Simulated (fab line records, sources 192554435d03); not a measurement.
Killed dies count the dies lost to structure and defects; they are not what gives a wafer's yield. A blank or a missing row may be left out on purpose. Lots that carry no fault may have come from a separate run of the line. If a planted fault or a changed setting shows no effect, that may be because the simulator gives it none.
Chamber matching -- flow n5-finfet -- rie-diel-05 running N5_BEOL_M2_ETCH_74: 4 sister chambers
The step etches underlayer in N2/H2, target depth 6.5 nm, time 5.2 s. 14 wafers are shown with their chamber, then 7 later ones without.

## EACH WAFER AND ITS CHAMBER
wafer,chamber,drypump-motor-current-A (A),showerhead-plenum-p-Torr (Torr),throttle-valve-pct (%)
L076.1,3,5.7,2.69,17.49
L076.4,0,6.6,2.50,17.93
L076.5,0,6.6,2.50,17.87
L084.1,0,6.6,2.50,17.93
L084.5,0,6.6,2.50,17.91
L084.6,3,5.7,2.68,17.51
L085.2,3,5.7,2.68,17.51
L085.3,1,5.8,2.67,18.03
L085.4,0,6.6,2.50,17.93
L089.1,1,5.7,2.66,18.04
L089.2,3,5.7,2.68,17.54
L089.3,2,5.1,2.62,18.17
L092.1,1,5.8,2.66,18.05
L092.2,2,5.1,2.62,18.17

SIGNATURES (averages over the wafers above)
reading,chamber 0,chamber 1,chamber 2,chamber 3,scatter within a chamber
drypump-motor-current-A,6.600,5.767,5.100,5.700,0.0258
showerhead-plenum-p-Torr,2.5000,2.6633,2.6200,2.6825,0.00376
throttle-valve-pct,17.9140,18.0400,18.1700,17.5125,0.0205
Rule: for each reading, subtract the chamber's mean from the wafer's reading, divide by that reading's scatter and square the result; add these up over the readings and take the root, which gives the wafer's distance from the chamber. The wafer belongs to the nearest chamber; if the next one is less than 2 further off, it can't be placed. The scatter: take each reading less its chamber's mean, square it, sum over the shown wafers, divide by the number of wafers less the number of chambers, and take the root.

## WAFERS WITHOUT THEIR CHAMBER
wafer,drypump-motor-current-A (A),showerhead-plenum-p-Torr (Torr),throttle-valve-pct (%)
L092.4,5.1,2.62,18.17
L096.4,5.8,2.66,18.06
L096.5,5.7,2.67,17.56
L096.6,6.6,2.49,17.54
L097.1,5.7,2.66,18.08
L097.2,6.6,2.49,17.57
L097.6,5.7,2.67,17.56

## CHAMBER TAKEN BY EACH
wafer,from the rows above,in truth
L092.4,2,2
L096.4,1,1
L096.5,3,3
L096.6,0,0
L097.1,1,1
L097.2,0,0
L097.6,3,3
Correct placement for 7 of the 7. From these rows, 0 cannot be placed. Number placed wrongly: 0.
